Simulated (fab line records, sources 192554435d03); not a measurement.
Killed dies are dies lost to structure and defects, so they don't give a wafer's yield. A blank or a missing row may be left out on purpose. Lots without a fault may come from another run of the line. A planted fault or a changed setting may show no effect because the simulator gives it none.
Split-lot experiment | flow n5_finfet | 7 lots, 21 wafers read, on a route of 1938 steps

THE SPLIT
At N5_PASSIVATION_PASS_ETCH_74 (etches SiNx in CF4/O2, target depth 220 nm, time 110 s), the setting source_w was moved away from the recipe's 535 W on 6 of the 21 wafers read, by -9.8% to +16.0%. The other wafers ran this setting at the recipe's value.

The reading is taken at the split's own step.

THE READING
etch.depth_nm (the simulator's own value, which no gauge read), in nm, at N5_PASSIVATION_PASS_ETCH_74 (etches SiNx in CF4/O2, target depth 220 nm, time 110 s). The file gives no usual value for it. The 15 wafers here that ran the recipe average 222.5 nm, standard deviation 4.7 nm.

wafer  | tool, chamber at the split | source_w as run, W | against the recipe | etch.depth_nm, nm | against lot-mates on the recipe
L081.1 | rie_diel-02, 2             | 563.1              | +5.3%              | 235.6             | +6.8
L081.3 | rie_diel-02, 3             | 563.1              | +5.3%              | 230.1             | +1.3
L081.6 | rie_diel-02, 2             | 535                | recipe             | 228.8             | -
L086.2 | rie_diel-02, 1             | 535                | recipe             | 224.8             | -
L086.5 | rie_diel-02, 2             | 535                | recipe             | 225.3             | -
L086.6 | rie_diel-02, 1             | 535                | recipe             | 222.8             | -
L087.3 | rie_diel-06, 0             | 482.7              | -9.8%              | 206               | -15.5
L087.4 | rie_diel-06, 3             | 535                | recipe             | 215.6             | -
L087.5 | rie_diel-06, 1             | 535                | recipe             | 227.4             | -
L093.1 | rie_diel-02, 1             | 535                | recipe             | 223.4             | -
L093.3 | rie_diel-02, 3             | 535                | recipe             | 216.6             | -
L093.4 | rie_diel-02, 2             | 535                | recipe             | 225.3             | -
L094.2 | rie_diel-04, 2             | 535                | recipe             | 210.9             | -
L094.3 | rie_diel-04, 3             | 486.3              | -9.1%              | 201.4             | -9.5
L094.4 | rie_diel-04, 0             | 486.3              | -9.1%              | 190.1             | -20.8
L095.1 | rie_diel-02, 0             | 535                | recipe             | 223.9             | -
L095.3 | rie_diel-02, 2             | 535                | recipe             | 226.9             | -
L095.4 | rie_diel-02, 1             | 535                | recipe             | 223               | -
L097.1 | rie_diel-02, 3             | 535                | recipe             | 219.1             | -
L097.2 | rie_diel-02, 0             | 620.5              | +16.0%             | 255.2             | +34.1
L097.4 | rie_diel-02, 1             | 535                | recipe             | 223.1             | -

THE FIT
A straight line over all 21 wafers: etch.depth_nm changes by +2.24 nm for each +1% of source_w; r = +0.92; the points scatter about the line by 5.3 nm.
The same after taking each lot's own level away (the mean of its wafers on the recipe; 21 wafers): +1.77 nm for each +1%; r = +0.92; scatter 4 nm.
On that fit, the largest move of source_w shifts the reading by 28 nm.
The lots' own levels span 210.90 to 228.80 nm, that is 3.8 times the standard deviation above.
So the lot-to-lot level changes the slope: the two fits differ.
Check: with one of the wafers moved furthest among these (+16.0%) left out of the fit, the line predicts +22.6 nm for it against its lot-mates. It came out at +34.1 nm against them.

OTHER SPLITS ON THESE WAFERS
These wafers also went through other splits before the reading. Each is held against what the fit with the lots' levels taken away leaves over:
other split on the same wafers    | wafers away from the commonest value | r with etch.depth_nm (lot level and that fit taken away)
N5_BEOL_M8_HM_DEP_02 target_thk_a | 5                                    | +0.26
N5_BEOL_M9_HM_DEP_02 target_thk_a | 2                                    | +0.00
N5_BEOL_M9_EXPOSE_08 dose_mj      | 5                                    | +0.35
N5_BEOL_M10_ETCH_41 source_w      | 7                                    | +0.19
N5_BEOL_M11_ETCH_41 time_s        | 6                                    | +0.21
N5_BEOL_M14_TRENCH_ETCH_34 bias_w | 11                                   | -0.45
N5_BEOL_M15_TRENCH_ETCH_34 bias_w | 6                                    | +0.22

THE FILE'S OWN FIT
etch.depth_nm changes by +1.85 nm for each +1% of source_w, r = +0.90.
